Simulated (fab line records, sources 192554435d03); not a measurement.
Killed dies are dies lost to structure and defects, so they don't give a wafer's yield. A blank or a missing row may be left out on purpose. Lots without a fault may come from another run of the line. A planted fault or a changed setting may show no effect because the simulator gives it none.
Problem report in the 8D (eight disciplines) form, filled by code | flow n5_finfet | the parts of the form that need people (team, actions taken, sign-off) are left out
Where a reading is given only as a bound, like >300, the bound stands for it, and a mean or a difference that rests on one is marked > or <: the true number lies beyond.

1. THE PROBLEM
raw_defect_count at N5_PASSIVATION_INSPECT_61 reads a mean of >300 on 1 wafer of 1 lot; wafers without a fault read 2.0 with a standard deviation of 1.3. That is +99 or more standard deviations from the usual mean.
The step: inspects for defects (macro).
First seen on wafer L773.3, day 17 00:08, on defect_inspect-02. The record holds 33 wafers of 11 lots with a number at this step. Rule for "out", or "out of limits": more than 4 standard deviations from the usual mean. The other wafers with a number count as sound.

2. WHAT IT IS AND WHAT IT IS NOT
question                    | is                | is not
which readings at this step | raw_defect_count  | -
which lots                  | L773              | L759, L760, L761, L762, L764, L765, L766, L767, L768, L781
which wafers of those lots  | L773.3            | L773.1, L773.6
read on which gauges        | defect_inspect-02 | defect_inspect-01
when                        | from day 17 00:08 | up to then (29 sound wafers); but 3 sound wafers of L781 came after

3. SUSPECTS, AND WHAT RULES EACH OUT
Counting: a tool at a process step up to the reading stays a suspect if it ran every lot that is out. Sound lots after the first of them don't rule it out here, since some wafers of a struck lot are sound.
- the gauge at N5_PASSIVATION_INSPECT_61: ruled out. All the wafers that are out were read on defect_inspect-02, but those of them that N5_PASSIVATION_PROBE_49 has rows for are out there too, on other tools.
- pecvd-03 at N5_MIM_TOP_ETCH_PECVD_03 (deposits SiNx from SiH4/NH3/N2, target thk 20 nm, time 17.6 s): kept. It ran the lot that is out, L773 (day 16 21:11); its last sound lot up to then is L768 (day 15 01:08).
- rie_diel-03 at N5_MIM_BOT_ETCH_STRIP_01 (strips in O2): kept. It ran the lot that is out, L773 (day 16 22:22); its last sound lot up to then is L767 (day 15 02:02).
- Within pecvd-03 at N5_MIM_TOP_ETCH_PECVD_03: the wafers that are out ran in chamber 0; their sound lot-mates ran in chambers 1, 2.
- Within rie_diel-03 at N5_MIM_BOT_ETCH_STRIP_01: the wafers that are out ran in chamber 1; their sound lot-mates ran in chambers 0, 2.
Left after counting: pecvd-03 at N5_MIM_TOP_ETCH_PECVD_03, rie_diel-03 at N5_MIM_BOT_ETCH_STRIP_01.

4. THE CAUSE (what the simulator had put in)
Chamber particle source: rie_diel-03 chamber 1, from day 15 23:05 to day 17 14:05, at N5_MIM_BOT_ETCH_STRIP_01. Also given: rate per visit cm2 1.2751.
Counting left 2 suspects, and this tool is among them.

5. THE CHAIN OF EFFECTS, in route order
Each row: a reading whose mean over the struck wafers that have a number lies more than 3 standard deviations from the usual. Only readings for which the record gives a usual standard deviation are gone through. hours: the time from each lot's start at the first step in this table that gives one to its start at this step, as a median over the lots. sigmas: the change in usual standard deviations.
hours | step                      | reading              | usual  | on struck wafers | change | sigmas
0     | N5_PASSIVATION_INSPECT_61 | raw_defect_count     | 2.0    | >300             | >+298  | +99 or more
7     | N5_PASSIVATION_PROBE_49   | defect_limited_yield | 91.2 % | 84.3             | -6.9   | -4.6
7     | N5_PASSIVATION_PROBE_49   | killed_at_other      | 4      | 80               | +76    | +23
7     | N5_PASSIVATION_PROBE_49   | killed_dies          | 103    | 185              | +82    | +4.6
7     | N5_PASSIVATION_PROBE_49   | killed_on_rim        | 14     | 34               | +20    | +4.9
7     | N5_PASSIVATION_PROBE_49   | sort_bin_5_function  | 5.1 %  | 9.0              | +3.9   | +3.9
7     | N5_PASSIVATION_PROBE_49   | sort_n_pass          | 1076   | 995              | -81    | -4.5
7     | N5_PASSIVATION_PROBE_49   | sort_yield_pct       | 91.2 % | 84.3             | -6.9   | -4.6
The process steps in it:
- N5_PASSIVATION_PROBE_49

6. WHAT WOULD HAVE CAUGHT IT SOONER
In this record the first reading out of limits at a measuring or inspecting step was taken at day 17 00:08, 25 hours after the fault began at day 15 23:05.
Of the tool readings at N5_MIM_BOT_ETCH_STRIP_01 for which the record gives a usual standard deviation, none was out on any struck wafer, so an alarm limit of 4 standard deviations on them would not have fired.
All the lots that are out (1) had begun N5_MIM_BOT_ETCH_STRIP_01 on rie_diel-03 by day 17 00:08. A hold on the tool at that time would have spared none of them.
